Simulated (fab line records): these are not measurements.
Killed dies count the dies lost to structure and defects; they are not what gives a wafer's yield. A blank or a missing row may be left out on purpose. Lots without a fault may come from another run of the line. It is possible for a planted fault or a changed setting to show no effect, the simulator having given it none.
A single fault, viewed from 2 desks | flow n5_finfet | each desk has only its own numbers; what lay behind them comes last

## AT THE METROLOGY DESK
What the gauges read for every lot (on any tool): the sampled wafers with a number, averaged. A lot is out of limits, marked OUT, if its mean lies more than 4 standard deviations from the usual mean; the brackets give that distance. Shown here are 7 of its 11 readings, the ones lying furthest out on some lot.
Columns: A = DIBL_N at N5_BEOL_M4_RC_MEAS_101, usual 36.2 mV/V; B = DIBL_P at N5_BEOL_M4_RC_MEAS_101, usual 36.3 mV/V; C = IOFF_P at N5_BEOL_M4_RC_MEAS_101, usual 0.210 nA/um; D = ION_N at N5_BEOL_M4_RC_MEAS_101, usual 677 uA/um; E = ION_P at N5_BEOL_M4_RC_MEAS_101, usual 465 uA/um; F = SS_N at N5_BEOL_M4_RC_MEAS_101, usual 71.4 mV/dec; G = VT_P at N5_BEOL_M4_RC_MEAS_101, usual -250 mV
lot  | first seen here | A    | B    | C     | D   | E   | F    | G
L453 | day 5 16:23     | 35.4 | 36.6 | 0.189 | 677 | 465 | 71.0 | -251
L455 | day 6 02:07     | 34.4 | 34.7 | 0.189 | 672 | 464 | 70.5 | -251
L456 | day 6 17:57     | 36.7 | 37.3 | 0.227 | 672 | 465 | 71.2 | -248
L466 | day 8 19:01     | 35.7 | 37.1 | 0.215 | 681 | 468 | 71.5 | -249
L467 | day 8 21:46     | 36.3 | 37.1 | 0.266 | 696 | 479 | 71.9 | -247
L468 | day 9 04:43     | 35.7 | 36.4 | 0.187 | 672 | 453 | 72.4 | -254
L471 | day 10 00:34    | 35.1 | 36.0 | 0.213 | 679 | 469 | 71.1 | -248
L472 | day 10 05:22    | 35.2 | 35.9 | 0.171 | 671 | 457 | 71.1 | -253
L474 | day 10 21:43    | 37.0 | 36.7 | 0.215 | 681 | 466 | 71.4 | -251
Result from this desk: across the 9 lots, nothing is out of limits.

## TOOL OWNER'S DESK, ald_sin-03
The tool's own readings at N5_MOL_CONTACT_COAG_ALD_133 (deposits SiO2, target thk 5 nm, pulse time 1 s, co reactant pulse time 1 s): means of the sampled wafers that have a number, for each lot that ran on this tool. A lot is out of limits, marked OUT, if its mean lies more than 4 standard deviations from the usual mean; the brackets give that distance.
Columns: A = chamber_pressure_Torr at N5_MOL_CONTACT_COAG_ALD_133, usual 2.001 Torr; B = heater_power_outer_w at N5_MOL_CONTACT_COAG_ALD_133, usual 43 W; C = heater_power_w at N5_MOL_CONTACT_COAG_ALD_133, usual 79 W; D = precursor_pulse_height_rel at N5_MOL_CONTACT_COAG_ALD_133, usual 1.001
lot  | first seen here | A     | B  | C  | D
L453 | day 5 16:54     | 2.001 | 43 | 78 | 1.019
L455 | day 6 02:40     | 2.000 | 42 | 77 | 1.007
L456 | day 6 18:13     | 2.000 | 42 | 75 | 1.002
L466 | day 8 19:21     | 2.002 | 43 | 80 | 0.983
L467 | day 8 22:10     | 1.999 | 42 | 77 | 0.990
L468 | day 9 05:02     | 2.003 | 45 | 77 | 0.968
Result from this desk: across the 6 lots, nothing is out of limits.

## TAKEN TOGETHER
The metrology desk saw nothing out of limits.
The desk of the tool owner found nothing out of limits.

## WHAT HAD BEEN PUT IN BY THE SIMULATOR
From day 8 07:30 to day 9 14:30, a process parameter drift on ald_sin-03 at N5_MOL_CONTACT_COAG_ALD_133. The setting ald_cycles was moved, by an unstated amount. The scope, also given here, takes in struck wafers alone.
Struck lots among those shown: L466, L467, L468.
